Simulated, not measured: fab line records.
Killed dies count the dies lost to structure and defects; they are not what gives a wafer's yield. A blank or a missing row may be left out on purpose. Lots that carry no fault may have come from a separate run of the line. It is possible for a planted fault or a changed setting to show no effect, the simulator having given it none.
Matching of chambers || flow n5-finfet || 4 sister chambers for N5_GATE_CUT_STRIP_59 on rie-diel-03
The step strips in N2/H2, time 20 s. 4 wafers are shown with their chamber, then 8 later ones without.

== WAFERS PAIRED WITH THEIR CHAMBERS ==
{"wafer": "L076.5", "chamber": 1, "showerhead-plenum-p-Torr (Torr)": 3.51}
{"wafer": "L084.2", "chamber": 0, "showerhead-plenum-p-Torr (Torr)": 3.38}
{"wafer": "L084.6", "chamber": 3, "showerhead-plenum-p-Torr (Torr)": 3.45}
{"wafer": "L089.1", "chamber": 2, "showerhead-plenum-p-Torr (Torr)": 3.39}

== WAFERS WHOSE CHAMBER IS MISSING ==
{"wafer": "L089.2", "showerhead-plenum-p-Torr (Torr)": 3.50}
{"wafer": "L089.3", "showerhead-plenum-p-Torr (Torr)": 3.44}
{"wafer": "L093.1", "showerhead-plenum-p-Torr (Torr)": 3.44}
{"wafer": "L093.5", "showerhead-plenum-p-Torr (Torr)": 3.49}
{"wafer": "L093.6", "showerhead-plenum-p-Torr (Torr)": 3.39}
{"wafer": "L096.1", "showerhead-plenum-p-Torr (Torr)": 3.37}
{"wafer": "L096.3", "showerhead-plenum-p-Torr (Torr)": 3.44}
{"wafer": "L096.5", "showerhead-plenum-p-Torr (Torr)": 3.49}

== THE CHAMBER EACH PASSED THROUGH ==
{"wafer": "L089.2", "from the rows above": 1, "in truth": 1}
{"wafer": "L089.3", "from the rows above": 3, "in truth": 3}
{"wafer": "L093.1", "from the rows above": 3, "in truth": 3}
{"wafer": "L093.5", "from the rows above": "can't be placed: 1 or 3", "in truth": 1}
{"wafer": "L093.6", "from the rows above": "can't be placed: 2 or 0", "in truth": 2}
{"wafer": "L096.1", "from the rows above": "can't be placed: 0 or 2", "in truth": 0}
{"wafer": "L096.3", "from the rows above": 3, "in truth": 3}
{"wafer": "L096.5", "from the rows above": "can't be placed: 1 or 3", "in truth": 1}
Placed correctly: 4 of 8. Cannot be placed on the basis of these rows: 4; the candidates contain the true chamber in 4. 0 placed wrongly.
How it was worked out, from the rows above alone: a wafer's distance from a chamber is the root of the sum, over the readings, of the square of ((its reading less the chamber's mean) divided by the reading's scatter). The wafer belongs to the nearest chamber; if the next one is less than 2 further off, it can't be placed. A chamber's mean is the mean of its shown wafers. The scatter: with one shown wafer a chamber, the root of the mean of the squares of how far each hidden wafer lies from its nearest shown one.
